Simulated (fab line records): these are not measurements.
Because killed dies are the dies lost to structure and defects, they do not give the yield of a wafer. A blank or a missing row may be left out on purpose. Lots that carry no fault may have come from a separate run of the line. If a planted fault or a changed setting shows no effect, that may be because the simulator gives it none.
Chamber matching	flow nand harc	NHARC_P_CONTACT_CMP_01 on cmp-03: 4 sister chambers
The step polishes SiO2, target thk 200 nm. 8 wafers are shown with their chamber, then 9 later ones without.

## WAFERS WITH THEIR CHAMBER
wafer	chamber	motor current A (A)
L084.6	3	10.8
L085.3	2	14.1
L085.6	2	14.0
L086.4	3	10.4
L089.5	0	11.8
L090.1	0	12.5
L090.3	1	10.9
L090.6	1	11.3

## WAFERS WHOSE CHAMBER IS MISSING
wafer	motor current A (A)
L094.1	13.4
L094.4	10.8
L094.6	10.8
L092.2	11.4
L092.3	14.1
L092.5	10.8
L096.3	10.9
L096.5	13.6
L096.6	11.1

## THE CHAMBER EACH PASSED THROUGH
wafer	from the rows above	in truth
L094.1	can't be placed: 2 or 0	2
L094.4	can't be placed: 3 or 1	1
L094.6	can't be placed: 3 or 1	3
L092.2	can't be placed: 1 or 0 or 3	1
L092.3	2	2
L092.5	can't be placed: 3 or 1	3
L096.3	can't be placed: 1 or 3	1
L096.5	2	2
L096.6	can't be placed: 1 or 3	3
Placed correctly: 2 of 9. Not placeable from these rows: 7 (in 7, the candidates include the true chamber). Number placed wrongly: 0.
How it was worked out, from the rows above alone: a wafer's distance from a chamber is the root of the sum, over the readings, of the square of ((its reading less the chamber's mean) divided by the reading's scatter). The wafer belongs to the nearest chamber; if the next one is less than 2 further off, it can't be placed. A chamber's mean is the mean of its shown wafers. The scatter is the square root of a quotient: the sum, over the shown wafers, of each reading's squared deviation from its chamber's mean, divided by wafers minus chambers.
